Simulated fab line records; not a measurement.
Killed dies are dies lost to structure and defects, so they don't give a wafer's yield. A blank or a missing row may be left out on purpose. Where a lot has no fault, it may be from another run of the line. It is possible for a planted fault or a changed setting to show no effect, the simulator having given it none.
Chamber matching || flow n5-finfet || 4 sister chambers for N5_BEOL_M14_DESCUM_33 on rie-diel-03
The step chemistry O2, time 7.9 s. 7 wafers are shown with their chamber, then 7 later ones without.

WAFERS PAIRED WITH THEIR CHAMBERS
{"wafer": "L083.5", "chamber": 3, "showerhead-plenum-p-Torr (Torr)": 1.99, "throttle-valve-pct (%)": 20.73}
{"wafer": "L083.6", "chamber": 2, "showerhead-plenum-p-Torr (Torr)": 2.05, "throttle-valve-pct (%)": 20.14}
{"wafer": "L082.1", "chamber": 0, "showerhead-plenum-p-Torr (Torr)": 2.20, "throttle-valve-pct (%)": 20.13}
{"wafer": "L082.4", "chamber": 2, "showerhead-plenum-p-Torr (Torr)": 2.05, "throttle-valve-pct (%)": 20.15}
{"wafer": "L082.5", "chamber": 1, "showerhead-plenum-p-Torr (Torr)": 2.04, "throttle-valve-pct (%)": 20.04}
{"wafer": "L086.1", "chamber": 3, "showerhead-plenum-p-Torr (Torr)": 1.98, "throttle-valve-pct (%)": 20.73}
{"wafer": "L086.2", "chamber": 0, "showerhead-plenum-p-Torr (Torr)": 2.19, "throttle-valve-pct (%)": 20.13}

WAFERS WHOSE CHAMBER IS MISSING
{"wafer": "L086.6", "showerhead-plenum-p-Torr (Torr)": 2.04, "throttle-valve-pct (%)": 20.05}
{"wafer": "L088.1", "showerhead-plenum-p-Torr (Torr)": 2.19, "throttle-valve-pct (%)": 20.16}
{"wafer": "L088.2", "showerhead-plenum-p-Torr (Torr)": 2.03, "throttle-valve-pct (%)": 20.05}
{"wafer": "L088.5", "showerhead-plenum-p-Torr (Torr)": 1.98, "throttle-valve-pct (%)": 20.73}
{"wafer": "L097.3", "showerhead-plenum-p-Torr (Torr)": 2.18, "throttle-valve-pct (%)": 20.18}
{"wafer": "L097.4", "showerhead-plenum-p-Torr (Torr)": 1.98, "throttle-valve-pct (%)": 20.77}
{"wafer": "L097.6", "showerhead-plenum-p-Torr (Torr)": 1.98, "throttle-valve-pct (%)": 20.79}

EACH ONE'S CHAMBER
{"wafer": "L086.6", "from the rows above": 1, "in truth": 1}
{"wafer": "L088.1", "from the rows above": 0, "in truth": 0}
{"wafer": "L088.2", "from the rows above": 1, "in truth": 1}
{"wafer": "L088.5", "from the rows above": 3, "in truth": 3}
{"wafer": "L097.3", "from the rows above": 0, "in truth": 0}
{"wafer": "L097.4", "from the rows above": 3, "in truth": 3}
{"wafer": "L097.6", "from the rows above": 3, "in truth": 3}
Correct placement for 7 of the 7. Left unplaced by these rows: 0. Placed wrongly: 0.
How it was worked out, from the rows above alone: a wafer's distance from a chamber is the root of the sum, over the readings, of the square of ((its reading less the chamber's mean) divided by the reading's scatter). If the next closest chamber is less than 2 further off than the closest, the wafer can't be placed; otherwise it belongs to the closest. For every chamber, the mean is computed from those of its wafers that are shown. The scatter: take each reading less its chamber's mean, square it, sum over the shown wafers, divide by the number of wafers less the number of chambers, and take the root.
